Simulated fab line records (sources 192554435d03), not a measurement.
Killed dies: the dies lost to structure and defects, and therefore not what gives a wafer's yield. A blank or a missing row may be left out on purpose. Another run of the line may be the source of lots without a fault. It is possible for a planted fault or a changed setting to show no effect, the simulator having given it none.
Chamber matching / flow n5 finfet / rie si-03 running N5_BEOL_M0_SAQP_MANDREL1_REMOVE_100: 4 sister chambers
The step chemistry HBr/Cl2/O2, target a-Si, stops on SiNx, bt time 10 s. 4 wafers are shown with their chamber, then 7 later ones without.

WAFERS, EACH WITH ITS CHAMBER
wafer=L079.6; chamber=3; throttle valve pct (%)=36.82
wafer=L083.5; chamber=2; throttle valve pct (%)=36.60
wafer=L084.3; chamber=0; throttle valve pct (%)=36.80
wafer=L084.5; chamber=1; throttle valve pct (%)=36.40

WAFERS MISSING THEIR CHAMBER
wafer=L084.6; throttle valve pct (%)=36.80
wafer=L086.4; throttle valve pct (%)=36.85
wafer=L086.5; throttle valve pct (%)=36.40
wafer=L086.6; throttle valve pct (%)=36.58
wafer=L087.3; throttle valve pct (%)=36.81
wafer=L087.4; throttle valve pct (%)=36.83
wafer=L087.6; throttle valve pct (%)=36.80

CHAMBER TAKEN BY EACH
wafer=L084.6; from the rows above=can't be placed: 0 or 3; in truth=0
wafer=L086.4; from the rows above=can't be placed: 3 or 0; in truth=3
wafer=L086.5; from the rows above=1; in truth=1
wafer=L086.6; from the rows above=2; in truth=2
wafer=L087.3; from the rows above=can't be placed: 3 or 0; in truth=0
wafer=L087.4; from the rows above=can't be placed: 3 or 0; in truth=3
wafer=L087.6; from the rows above=can't be placed: 0 or 3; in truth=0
Correctly placed: 2 of 7. Unplaceable from these rows: 5, with the true chamber sitting among the candidates in 5. 0 placed wrongly.
How it was worked out, from the rows above alone: a wafer's distance from a chamber is the root of the sum, over the readings, of the square of ((its reading less the chamber's mean) divided by the reading's scatter). The wafer belongs to the nearest chamber; if the next one is less than 2 further off, it can't be placed. A chamber's mean is the mean of its shown wafers. The scatter: with one shown wafer a chamber, the root of the mean of the squares of how far each hidden wafer lies from its nearest shown one.
